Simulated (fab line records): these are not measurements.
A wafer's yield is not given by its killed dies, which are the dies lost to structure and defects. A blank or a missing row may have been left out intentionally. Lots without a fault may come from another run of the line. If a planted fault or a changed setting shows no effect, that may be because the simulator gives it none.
fab line records	flow n5Finfet
[record] lots = 24	wafers = 72	lastDay = 17
route steps=1938 shown BEOL_M3@953
lots with no fault: from the same line, run without faults
startH: start of the lot's first displayed wafer, in hours after the record's first day	waitH: hours elapsed since this lot's preceding step	" repeats the value in the row above	L1.1+2: a row that stands for several wafers	- value missing, or start not given	* or withheld: withheld	< > ~ a bound
route shown NAME@n: a module of which the file shows steps, and the number in the route of the first	usual: mean and standard deviation over wafers with no fault	same: alike in all rows	chamber/n: place in a boat	sites: per-site readings	_std_site: standard deviation across them	_edge_site: inner sites' mean taken away from outer sites' mean	radiusMm: for every site, how far away it sits from the centre of the wafer	mask NAME#n: copy n	behind: tool/chamber where the wafer was last shaped	hold: cause of the lot's hold/its duration in hours/its outcome	device: names the non-switching transistor (n, p or np)	end of line: the tests these same wafers got at the end of their route	where a step has no rows: the recipe by itself	killed: the dies lost at the first sort to structure and to defects; this is not the yield of the wafer	map: dies across one wafer; x = killed, . = not, _ = none there
set.NAME: setting as actually run; set.NAME@STEP: the setting as run at that earlier step	model.NAME: the simulator's own value behind a step, which no gauge read
route steps across a sampled set of lots; one table per step, one row per wafer
services: a tool's chamber out of use, with start hour (startH, from the record's first day; less than 0 if before it), hours out, and reason
[[steps]]
[step N5_BEOL_M3_STRIP_66]
[recipe] chemistry = CF4	resist = SiARC	powerW = 300	biasPowerW = 75	pressureMtorr = 50	cf4FlowSccm = 150	rfFrequencyHz = 6e+07
[usual] drypumpMotorCurrentA = 5.6/0.54	oesProductAu = 0.78/0.071	rfFwdPowerW = 292.6/0.87	rfVppV = 271.1/1.8	showerheadPlenumPTorr = 1.79/0.068	throttleValvePct = 13.53/0.22
lot.wafer	tool	chamber	startH	waitH	drypumpMotorCurrentA	oesProductAu	rfFwdPowerW	rfHoursCounterH	rfVppV	showerheadPlenumPTorr	throttleValvePct
L075.3	rieDiel-03	2	143.00	0.0	5.1	0.76	293.0	146	270.0	1.74	13.63
L075.5	"	1	"	"	6.1	0.90	291.9	-	270.6	1.77	13.36
L075.6	"	2	"	"	5.0	0.76	293.5	-	271.0	1.74	13.64
L074.2	rieDiel-05	2	143.17	0.0	6.7	0.80	293.3	93	273.2	1.88	13.15
L074.3	"	0	"	"	5.6	0.77	296.5	108	269.3	1.68	13.50
L074.4	"	1	"	"	6.1	0.85	293.7	48	274.7	1.90	13.36
L076.2	rieDiel-01	0	149.48	0.0	4.9	0.87	290.6	50	272.1	1.81	13.47
L076.5	"	2	"	"	5.0	0.69	292.3	-	271.5	1.78	14.12
L076.6	"	3	"	"	5.3	0.70	293.4	-	268.8	1.72	13.62
L077.2	rieDiel-01	2	159.54	0.0	5.0	0.69	293.7	227	269.9	1.78	14.12
L077.5	"	1	"	"	5.8	0.86	292.5	-	272.6	1.82	13.50
L077.6	"	2	"	"	5.0	0.69	293.7	-	271.7	1.78	14.12
L078.1	rieDiel-05	0	164.83	0.0	5.6	0.76	293.3	115	268.7	1.67	13.52
L078.3	"	2	"	"	6.7	0.80	292.9	99	272.1	1.88	13.15
L078.6	"	3	"	"	5.8	0.70	291.9	-	271.2	1.85	13.43
L079.3	rieDiel-05	2	173.65	0.0	6.7	0.80	291.6	101	274.6	1.88	13.18
L079.5	"	1	"	"	6.1	0.83	291.8	-	272.0	1.90	13.35
L079.6	"	0	"	"	5.6	0.76	293.3	-	269.7	1.67	13.52
L080.1	rieDiel-05	3	174.56	0.0	5.8	0.71	293.8	209	273.0	1.84	13.44
L080.4	"	2	"	"	6.7	0.80	292.2	101	273.7	1.88	13.17
L080.5	"	0	"	"	5.6	0.76	293.1	-	268.2	1.67	13.52
L081.2	rieDiel-01	1	187.54	0.0	5.8	0.85	292.3	44	273.2	1.82	13.50
L081.4	"	0	"	"	4.9	0.86	292.1	62	272.4	1.81	13.48
L081.6	"	3	"	"	5.3	0.69	291.4	-	268.5	1.71	13.64
L083.4	rieDiel-03	1	189.23	0.0	6.1	0.87	293.0	-	270.4	1.76	13.40
L083.5	"	3	"	"	5.4	0.70	292.7	-	272.6	1.84	13.69
L083.6	"	2	"	"	5.1	0.75	292.2	-	268.4	1.73	13.67
L082.1	rieDiel-01	3	190.54	0.0	5.3	0.69	292.5	211	270.0	1.71	13.64
L082.2	"	2	"	"	5.0	0.69	292.4	236	269.6	1.78	14.14
L082.4	"	0	"	"	4.9	0.85	292.5	63	269.8	1.81	13.49
L084.3	rieDiel-05	3	193.43	0.0	5.8	0.70	293.2	214	272.1	1.84	13.45
L084.4	"	2	"	"	6.7	0.80	293.2	106	273.0	1.87	13.18
L084.5	"	2	"	"	6.7	0.79	292.4	-	272.0	1.87	13.17
L085.2	rieDiel-05	3	205.32	0.0	5.8	0.69	292.9	218	273.4	1.84	13.45
L085.3	"	2	"	"	6.7	0.79	293.8	110	272.5	1.87	13.20
L085.6	"	1	"	"	6.0	0.82	292.3	-	272.9	1.90	13.39
L086.1	rieDiel-01	0	212.44	0.0	4.9	0.85	292.0	68	271.5	1.81	13.49
L086.2	"	2	"	"	5.0	0.68	293.5	242	269.9	1.78	14.17
L086.4	"	1	"	"	5.8	0.84	293.7	-	272.7	1.82	13.51
L087.2	rieDiel-01	0	214.72	0.0	4.9	0.85	292.3	69	273.3	1.81	13.51
L087.3	"	1	"	"	5.8	0.84	292.0	51	271.8	1.82	13.53
L087.6	"	1	"	"	5.8	0.84	293.0	-	271.5	1.82	13.53
L090.1	rieDiel-05	0	229.74	0.0	5.6	0.75	292.2	133	268.0	1.67	13.54
L090.4	"	1	"	"	6.1	0.82	292.5	74	272.9	1.89	13.39
L090.6	"	3	"	"	5.8	0.69	293.6	-	271.6	1.84	13.46
L088.1	rieDiel-01	1	231.26	0.0	5.8	0.83	292.6	58	270.4	1.82	13.54
L088.2	"	3	"	"	5.4	0.68	294.2	218	267.5	1.71	13.65
L088.4	"	3	"	"	5.4	0.69	292.9	-	268.5	1.71	13.65
L091.1	rieDiel-05	2	236.61	0.0	6.7	0.79	291.5	119	271.6	1.87	13.20
L091.3	"	1	"	"	6.1	0.81	293.4	76	273.5	1.89	13.43
L091.4	"	3	"	"	5.8	0.69	291.7	228	272.9	1.84	13.47
L089.1	rieDiel-05	3	242.08	0.0	5.8	0.69	292.8	229	271.7	1.84	13.46
L089.4	"	2	"	"	6.7	0.78	290.8	120	272.4	1.87	13.23
L089.6	"	3	"	"	5.8	0.69	291.8	-	272.7	1.84	13.47
L092.2	rieDiel-01	1	242.37	0.0	5.8	0.83	293.1	63	271.6	1.81	13.55
L092.4	"	0	"	"	4.9	0.84	291.8	-	272.2	1.80	13.53
L092.6	"	3	"	"	5.3	0.68	293.0	-	270.4	1.71	13.67
L093.1	rieDiel-05	3	251.33	0.0	5.8	0.69	291.8	232	272.0	1.84	13.48
L093.5	"	1	"	"	6.1	0.81	291.1	-	274.7	1.89	13.41
L093.6	"	2	"	"	6.8	0.77	293.1	-	273.7	1.87	13.20
L094.2	rieDiel-01	0	258.47	0.0	4.9	0.83	292.6	85	270.8	1.80	13.54
L094.3	"	1	"	"	5.8	0.82	293.2	67	271.9	1.81	13.56
L094.5	"	3	"	"	5.4	0.68	292.4	-	269.7	1.71	13.69
L095.1	rieDiel-01	0	265.53	0.0	4.9	0.83	293.9	87	271.1	1.80	13.56
L095.2	"	2	"	"	5.0	0.97	292.0	5	270.2	1.78	13.62
L095.4	"	3	"	"	5.4	0.68	291.8	230	269.8	1.71	13.67
L096.2	rieDiel-03	1	277.36	0.0	6.1	0.83	292.4	74	270.2	1.75	13.47
L096.3	"	2	"	"	5.1	0.72	292.2	189	268.8	1.73	13.77
L096.4	"	0	"	"	5.9	0.70	292.6	193	272.1	1.78	13.76
L097.2	rieDiel-03	0	280.72	0.0	5.9	0.70	293.5	195	270.7	1.78	13.77
L097.3	"	3	"	"	5.4	0.95	293.1	4	272.3	1.84	13.18
L097.6	"	2	"	"	5.1	0.73	292.8	-	268.6	1.73	13.76
[step N5_BEOL_M3_ANNEAL_49]
[recipe] tempC = 400	timeS = 240	ambient = vacuum
[usual] heaterPowerW = 825/63
lot.wafer	tool	chamber	startH	waitH	heaterPowerW
L075.3	pvdSputter-03	-	146.05	0.0	913
L075.5	"	-	"	"	746
L075.6	"	-	"	"	886
L074.2	pvdSputter-01	-	146.32	0.0	879
L074.3	"	-	"	"	866
L074.4	"	-	"	"	813
L076.2	pvdSputter-01	-	152.99	0.0	741
L076.5	"	-	"	"	890
L076.6	"	-	"	"	886
L077.2	pvdSputter-02	-	165.36	0.0	773
L077.5	"	-	"	"	878
L077.6	"	-	"	"	785
L078.1	pvdSputter-03	-	174.35	0.0	900
L078.3	"	-	"	"	891
L078.6	"	-	"	"	883
L079.3	pvdSputter-02	-	177.05	0.0	778
L079.5	"	-	"	"	809
L079.6	"	-	"	"	786
L080.1	pvdSputter-01	-	179.01	0.0	814
L080.4	"	-	"	"	726
L080.5	"	-	"	"	906
L081.2	pvdSputter-02	-	192.04	0.0	787
L081.4	"	-	"	"	759
L081.6	"	-	"	"	753
L083.4	pvdSputter-01	-	193.63	0.0	801
L083.5	"	-	"	"	734
L083.6	"	-	"	"	803
L082.1	pvdSputter-01	-	196.35	0.0	828
L082.2	"	-	"	"	892
L082.4	"	-	"	"	729
L084.3	pvdSputter-02	-	197.36	0.0	785
L084.4	"	-	"	"	805
L084.5	"	-	"	"	751
L085.2	pvdSputter-01	-	209.61	0.0	719
L085.3	"	-	"	"	932
L085.6	"	-	"	"	730
L086.1	pvdSputter-03	-	216.02	0.0	826
L086.2	"	-	"	"	878
L086.4	"	-	"	"	753
L087.2	pvdSputter-01	-	223.57	0.0	906
L087.3	"	-	"	"	830
L087.6	"	-	"	"	902
L090.1	pvdSputter-02	-	233.94	0.0	795
L090.4	"	-	"	"	857
L090.6	"	-	"	"	783
L088.1	pvdSputter-01	-	234.62	0.0	894
L088.2	"	-	"	"	886
L088.4	"	-	"	"	730
L091.1	pvdSputter-01	-	239.11	0.0	800
L091.3	"	-	"	"	739
L091.4	"	-	"	"	869
L089.1	pvdSputter-02	-	246.33	0.0	746
L089.4	"	-	"	"	787
L089.6	"	-	"	"	777
L092.2	pvdSputter-02	-	248.43	0.0	749
L092.4	"	-	"	"	897
L092.6	"	-	"	"	745
L093.1	pvdSputter-03	-	256.50	0.0	912
L093.5	"	-	"	"	771
L093.6	"	-	"	"	834
L094.2	pvdSputter-03	-	261.42	0.0	747
L094.3	"	-	"	"	887
L094.5	"	-	"	"	902
L095.1	pvdSputter-02	-	268.30	0.0	774
L095.2	"	-	"	"	786
L095.4	"	-	"	"	897
L096.2	pvdSputter-03	-	282.80	0.0	920
L096.3	"	-	"	"	846
L096.4	"	-	"	"	857
L097.2	pvdSputter-03	-	285.70	0.0	895
L097.3	"	-	"	"	842
L097.6	"	-	"	"	926
[step N5_BEOL_M3_SPUTTER_79]
[recipe] material = Cu	targetThkA = 45	tempC = -20	chamberPressurePa = 0.07	powerW = withheld	timeS = 8.29
[usual] chuckGasFlowSccm = 1.26/0.049	throttleValvePct = 29.5/1.1
lot.wafer	tool	chamber	startH	waitH	chuckGasFlowSccm	throttleValvePct
L075.3	pvdSputter-03	-	146.21	0.1	1.23	28.9
L075.5	"	-	"	"	1.15	29.5
L075.6	"	-	"	"	1.33	30.0
L074.2	pvdSputter-01	-	146.46	0.1	1.20	30.5
L074.3	"	-	"	"	1.22	29.5
L074.4	"	-	"	"	1.31	27.7
L076.2	pvdSputter-01	-	153.13	0.1	1.29	29.0
L076.5	"	-	"	"	1.25	29.4
L076.6	"	-	"	"	1.15	30.6
L077.2	pvdSputter-02	-	165.50	0.1	1.30	28.9
L077.5	"	-	"	"	1.22	29.1
L077.6	"	-	"	"	1.30	28.6
L078.1	pvdSputter-03	-	174.49	0.1	1.35	28.7
L078.3	"	-	"	"	1.27	29.7
L078.6	"	-	"	"	1.24	30.1
L079.3	pvdSputter-02	-	177.19	0.1	1.19	28.8
L079.5	"	-	"	"	1.23	28.7
L079.6	"	-	"	"	1.24	28.8
L080.1	pvdSputter-01	-	179.15	0.1	1.21	27.8
L080.4	"	-	"	"	1.34	29.1
L080.5	"	-	"	"	1.34	29.6
L081.2	pvdSputter-02	-	192.18	0.1	1.30	28.4
L081.4	"	-	"	"	1.26	30.6
L081.6	"	-	"	"	1.22	30.6
L083.4	pvdSputter-01	-	193.77	0.1	1.20	27.9
L083.5	"	-	"	"	1.22	29.2
L083.6	"	-	"	"	1.29	28.1
L082.1	pvdSputter-01	-	196.49	0.1	1.33	27.9
L082.2	"	-	"	"	1.29	29.5
L082.4	"	-	"	"	1.27	28.9
L084.3	pvdSputter-02	-	197.50	0.1	1.30	28.7
L084.4	"	-	"	"	1.22	28.6
L084.5	"	-	"	"	1.28	30.9
L085.2	pvdSputter-01	-	209.75	0.1	1.24	29.0
L085.3	"	-	"	"	1.29	29.6
L085.6	"	-	"	"	1.26	28.6
L086.1	pvdSputter-03	-	216.16	0.1	1.39	32.3
L086.2	"	-	"	"	1.36	30.0
L086.4	"	-	"	"	1.19	29.6
L087.2	pvdSputter-01	-	223.71	0.1	1.25	29.5
L087.3	"	-	"	"	1.34	27.9
L087.6	"	-	"	"	1.29	29.4
L090.1	pvdSputter-02	-	234.08	0.1	1.17	28.3
L090.4	"	-	"	"	1.29	29.2
L090.6	"	-	"	"	1.19	28.9
L088.1	pvdSputter-01	-	234.76	0.1	1.30	29.6
L088.2	"	-	"	"	1.17	30.4
L088.4	"	-	"	"	1.31	28.7
L091.1	pvdSputter-01	-	239.25	0.1	1.29	28.2
L091.3	"	-	"	"	1.26	28.7
L091.4	"	-	"	"	1.32	30.6
L089.1	pvdSputter-02	-	246.47	0.1	1.32	31.1
L089.4	"	-	"	"	1.29	28.3
L089.6	"	-	"	"	1.24	28.6
L092.2	pvdSputter-02	-	248.57	0.1	1.29	28.8
L092.4	"	-	"	"	1.29	29.1
L092.6	"	-	"	"	1.26	31.1
L093.1	pvdSputter-03	-	256.65	0.1	1.29	28.9
L093.5	"	-	"	"	1.22	29.5
L093.6	"	-	"	"	1.25	32.2
L094.2	pvdSputter-03	-	261.56	0.1	1.31	29.4
L094.3	"	-	"	"	1.35	29.7
L094.5	"	-	"	"	1.27	28.8
L095.1	pvdSputter-02	-	268.44	0.1	1.25	31.0
L095.2	"	-	"	"	1.19	28.7
L095.4	"	-	"	"	1.27	29.2
L096.2	pvdSputter-03	-	282.94	0.1	1.35	28.8
L096.3	"	-	"	"	1.22	32.1
L096.4	"	-	"	"	1.26	29.9
L097.2	pvdSputter-03	-	285.84	0.1	1.27	29.7
L097.3	"	-	"	"	1.24	32.0
L097.6	"	-	"	"	1.33	28.5
[step N5_BEOL_M3_SPUTTER_88]
[recipe] material = Cu	targetThkA = 45	tempC = -20	chamberPressurePa = 0.07	powerW = withheld	timeS = 8.29
[usual] chuckGasFlowSccm = 1.26/0.059	throttleValvePct = 29.5/1.1
lot.wafer	tool	chamber	startH	waitH	chuckGasFlowSccm	throttleValvePct
L075.3	pvdSputter-03	-	146.95	0.1	1.23	28.7
L075.5	"	-	"	"	1.27	29.5
L075.6	"	-	"	"	1.29	29.6
L074.2	pvdSputter-01	-	147.12	0.1	1.12	30.4
L074.3	"	-	"	"	1.35	29.8
L074.4	"	-	"	"	1.39	27.9
L076.2	pvdSputter-01	-	153.79	0.1	1.27	28.7
L076.5	"	-	"	"	1.35	29.5
L076.6	"	-	"	"	1.31	30.6
L077.2	pvdSputter-02	-	166.16	0.1	1.30	28.6
L077.5	"	-	"	"	1.27	28.9
L077.6	"	-	"	"	1.12	28.6
L078.1	pvdSputter-03	-	175.15	0.1	1.28	28.6
L078.3	"	-	"	"	1.28	29.8
L078.6	"	-	"	"	1.35	30.0
L079.3	pvdSputter-02	-	177.85	0.1	1.36	28.6
L079.5	"	-	"	"	1.25	28.6
L079.6	"	-	"	"	1.22	28.4
L080.1	pvdSputter-01	-	179.81	0.1	1.30	27.9
L080.4	"	-	"	"	1.27	29.0
L080.5	"	-	"	"	1.26	29.5
L081.2	pvdSputter-02	-	192.84	0.1	1.25	28.5
L081.4	"	-	"	"	1.25	31.0
L081.6	"	-	"	"	1.33	31.0
L083.4	pvdSputter-01	-	194.43	0.1	1.31	28.2
L083.5	"	-	"	"	1.32	28.8
L083.6	"	-	"	"	1.26	27.7
L082.1	pvdSputter-01	-	197.15	0.1	1.28	27.8
L082.2	"	-	"	"	1.33	29.6
L082.4	"	-	"	"	1.35	28.5
L084.3	pvdSputter-02	-	198.16	0.1	1.26	28.7
L084.4	"	-	"	"	1.15	28.5
L084.5	"	-	"	"	1.34	30.9
L085.2	pvdSputter-01	-	210.41	0.1	1.26	29.1
L085.3	"	-	"	"	1.26	29.1
L085.6	"	-	"	"	1.29	28.8
L086.1	pvdSputter-03	-	216.82	0.1	1.28	32.1
L086.2	"	-	"	"	1.28	29.8
L086.4	"	-	"	"	1.20	29.3
L087.2	pvdSputter-01	-	224.37	0.1	1.30	29.7
L087.3	"	-	"	"	1.26	27.9
L087.6	"	-	"	"	1.17	29.4
L090.1	pvdSputter-02	-	234.74	0.1	1.12	28.4
L090.4	"	-	"	"	1.33	29.3
L090.6	"	-	"	"	1.29	28.6
L088.1	pvdSputter-01	-	235.42	0.1	1.22	29.6
L088.2	"	-	"	"	1.17	30.6
L088.4	"	-	"	"	1.31	28.8
L091.1	pvdSputter-01	-	239.91	0.1	1.13	27.9
L091.3	"	-	"	"	1.36	28.9
L091.4	"	-	"	"	1.19	30.5
L089.1	pvdSputter-02	-	247.13	0.1	1.25	31.0
L089.4	"	-	"	"	1.29	28.7
L089.6	"	-	"	"	1.27	29.0
L092.2	pvdSputter-02	-	249.23	0.1	1.31	28.5
L092.4	"	-	"	"	1.19	29.0
L092.6	"	-	"	"	1.25	30.8
L093.1	pvdSputter-03	-	257.34	0.1	1.30	28.9
L093.5	"	-	"	"	1.27	29.9
L093.6	"	-	"	"	1.33	32.2
L094.2	pvdSputter-03	-	262.22	0.1	1.19	29.7
L094.3	"	-	"	"	1.30	29.9
L094.5	"	-	"	"	1.28	28.7
L095.1	pvdSputter-02	-	269.10	0.1	1.22	30.8
L095.2	"	-	"	"	1.30	28.8
L095.4	"	-	"	"	1.34	29.1
L096.2	pvdSputter-03	-	283.60	0.1	1.28	28.9
L096.3	"	-	"	"	1.22	32.1
L096.4	"	-	"	"	1.30	29.7
L097.2	pvdSputter-03	-	286.50	0.1	1.32	29.7
L097.3	"	-	"	"	1.22	32.2
L097.6	"	-	"	"	1.25	28.7
[step N5_BEOL_M3_ANNEAL_89]
[recipe] tempC = 400	timeS = 240	ambient = vacuum
[usual] heaterPowerW = 823/62
lot.wafer	tool	chamber	startH	waitH	heaterPowerW
L075.3	pvdSputter-03	-	147.04	0.0	917
L075.5	"	-	"	"	755
L075.6	"	-	"	"	861
L074.2	pvdSputter-01	-	147.20	0.0	897
L074.3	"	-	"	"	901
L074.4	"	-	"	"	799
L076.2	pvdSputter-01	-	153.87	0.0	754
L076.5	"	-	"	"	913
L076.6	"	-	"	"	853
L077.2	pvdSputter-02	-	166.24	0.0	796
L077.5	"	-	"	"	893
L077.6	"	-	"	"	788
L078.1	pvdSputter-03	-	175.23	0.0	920
L078.3	"	-	"	"	878
L078.6	"	-	"	"	871
L079.3	pvdSputter-02	-	177.93	0.0	764
L079.5	"	-	"	"	776
L079.6	"	-	"	"	777
L080.1	pvdSputter-01	-	179.89	0.0	802
L080.4	"	-	"	"	726
L080.5	"	-	"	"	897
L081.2	pvdSputter-02	-	192.92	0.0	785
L081.4	"	-	"	"	731
L081.6	"	-	"	"	751
L083.4	pvdSputter-01	-	194.51	0.0	817
L083.5	"	-	"	"	729
L083.6	"	-	"	"	797
L082.1	pvdSputter-01	-	197.23	0.0	831
L082.2	"	-	"	"	884
L082.4	"	-	"	"	740
L084.3	pvdSputter-02	-	198.24	0.0	783
L084.4	"	-	"	"	782
L084.5	"	-	"	"	737
L085.2	pvdSputter-01	-	210.49	0.0	719
L085.3	"	-	"	"	889
L085.6	"	-	"	"	726
L086.1	pvdSputter-03	-	216.90	0.0	847
L086.2	"	-	"	"	882
L086.4	"	-	"	"	766
L087.2	pvdSputter-01	-	224.45	0.0	916
L087.3	"	-	"	"	803
L087.6	"	-	"	"	910
L090.1	pvdSputter-02	-	234.82	0.0	777
L090.4	"	-	"	"	880
L090.6	"	-	"	"	796
L088.1	pvdSputter-01	-	235.50	0.0	907
L088.2	"	-	"	"	872
L088.4	"	-	"	"	743
L091.1	pvdSputter-01	-	239.99	0.0	787
L091.3	"	-	"	"	717
L091.4	"	-	"	"	853
L089.1	pvdSputter-02	-	247.21	0.0	753
L089.4	"	-	"	"	764
L089.6	"	-	"	"	799
L092.2	pvdSputter-02	-	249.31	0.0	780
L092.4	"	-	"	"	861
L092.6	"	-	"	"	750
L093.1	pvdSputter-03	-	257.42	0.0	923
L093.5	"	-	"	"	771
L093.6	"	-	"	"	849
L094.2	pvdSputter-03	-	262.30	0.0	760
L094.3	"	-	"	"	873
L094.5	"	-	"	"	908
L095.1	pvdSputter-02	-	269.18	0.0	768
L095.2	"	-	"	"	761
L095.4	"	-	"	"	888
L096.2	pvdSputter-03	-	283.68	0.0	910
L096.3	"	-	"	"	832
L096.4	"	-	"	"	874
L097.2	pvdSputter-03	-	286.58	0.0	905
L097.3	"	-	"	"	851
L097.6	"	-	"	"	901
[step N5_BEOL_M3_SPUTTER_94]
[recipe] material = Cu	targetThkA = 45	tempC = -20	chamberPressurePa = 0.07	powerW = withheld	timeS = 8.29
[usual] chuckGasFlowSccm = 1.26/0.053	throttleValvePct = 29.5/1.1
lot.wafer	tool	chamber	startH	waitH	chuckGasFlowSccm	throttleValvePct
L075.3	pvdSputter-03	-	147.64	0.1	1.34	28.7
L075.5	"	-	"	"	1.32	29.5
L075.6	"	-	"	"	1.30	29.8
L074.2	pvdSputter-01	-	147.78	0.1	1.26	30.6
L074.3	"	-	"	"	1.31	29.9
L074.4	"	-	"	"	1.29	27.8
L076.2	pvdSputter-01	-	154.45	0.1	1.31	28.7
L076.5	"	-	"	"	1.25	29.7
L076.6	"	-	"	"	1.30	30.6
L077.2	pvdSputter-02	-	166.82	0.1	1.25	28.9
L077.5	"	-	"	"	1.25	29.2
L077.6	"	-	"	"	1.26	28.5
L078.1	pvdSputter-03	-	175.81	0.1	1.28	28.8
L078.3	"	-	"	"	1.32	29.9
L078.6	"	-	"	"	1.25	29.7
L079.3	pvdSputter-02	-	178.51	0.1	1.31	28.9
L079.5	"	-	"	"	1.14	28.4
L079.6	"	-	"	"	1.28	28.8
L080.1	pvdSputter-01	-	180.47	0.1	1.37	27.8
L080.4	"	-	"	"	1.28	28.9
L080.5	"	-	"	"	1.22	29.7
L081.2	pvdSputter-02	-	193.50	0.1	1.19	28.4
L081.4	"	-	"	"	1.25	30.9
L081.6	"	-	"	"	1.23	31.0
L083.4	pvdSputter-01	-	195.09	0.1	1.29	27.5
L083.5	"	-	"	"	1.28	28.7
L083.6	"	-	"	"	1.26	27.9
L082.1	pvdSputter-01	-	197.81	0.1	1.29	28.0
L082.2	"	-	"	"	1.36	29.7
L082.4	"	-	"	"	1.27	29.0
L084.3	pvdSputter-02	-	198.82	0.1	1.29	28.7
L084.4	"	-	"	"	1.26	28.4
L084.5	"	-	"	"	1.29	31.1
L085.2	pvdSputter-01	-	211.07	0.1	1.27	29.0
L085.3	"	-	"	"	1.24	29.7
L085.6	"	-	"	"	1.27	28.7
L086.1	pvdSputter-03	-	217.48	0.1	1.23	32.1
L086.2	"	-	"	"	1.26	29.7
L086.4	"	-	"	"	1.22	29.5
L087.2	pvdSputter-01	-	225.03	0.1	1.34	29.7
L087.3	"	-	"	"	1.27	27.8
L087.6	"	-	"	"	1.22	29.5
L090.1	pvdSputter-02	-	235.40	0.1	1.22	28.3
L090.4	"	-	"	"	1.16	29.0
L090.6	"	-	"	"	1.24	28.8
L088.1	pvdSputter-01	-	236.08	0.1	1.25	29.9
L088.2	"	-	"	"	1.20	30.7
L088.4	"	-	"	"	1.21	28.6
L091.1	pvdSputter-01	-	240.57	0.1	1.20	27.7
L091.3	"	-	"	"	1.34	29.0
L091.4	"	-	"	"	1.32	30.7
L089.1	pvdSputter-02	-	247.79	0.1	1.19	30.9
L089.4	"	-	"	"	1.26	28.8
L089.6	"	-	"	"	1.21	28.4
L092.2	pvdSputter-02	-	249.89	0.1	1.20	28.7
L092.4	"	-	"	"	1.29	28.9
L092.6	"	-	"	"	1.27	31.0
L093.1	pvdSputter-03	-	258.00	0.1	1.36	28.6
L093.5	"	-	"	"	1.22	29.4
L093.6	"	-	"	"	1.33	32.2
L094.2	pvdSputter-03	-	262.88	0.1	1.41	29.4
L094.3	"	-	"	"	1.31	30.1
L094.5	"	-	"	"	1.23	28.6
L095.1	pvdSputter-02	-	269.76	0.1	1.24	30.9
L095.2	"	-	"	"	1.32	28.9
L095.4	"	-	"	"	1.28	29.0
L096.2	pvdSputter-03	-	284.26	0.1	1.31	29.1
L096.3	"	-	"	"	1.30	32.0
L096.4	"	-	"	"	1.17	29.5
L097.2	pvdSputter-03	-	287.16	0.1	1.32	29.9
L097.3	"	-	"	"	1.27	32.1
L097.6	"	-	"	"	1.23	28.7
[[services]]
tool	chamber	startH	hours	kind
rieDiel-01	1	140.00	12.9	repair
rieDiel-05	-	159.79	0.5	repair
rieDiel-03	0	181.89	7.9	repair
rieDiel-01	3	211.88	14.8	repair
rieDiel-01	2	230.42	-	clean
rieDiel-01	2	230.42	-	consumableReplace:focusRing
rieDiel-01	2	230.42	13.2	scheduledDown
rieDiel-01	2	230.42	13.2	ventCycle
rieDiel-03	3	232.01	2.0	repair
rieDiel-03	3	245.09	-	clean
rieDiel-03	3	245.09	-	consumableReplace:focusRing
rieDiel-03	3	245.09	17.9	scheduledDown
rieDiel-03	3	245.09	17.9	ventCycle
rieDiel-03	3	266.40	4.3	repair
pvdSputter-02	-	284.61	5.1	repair
[[key]]
fault none
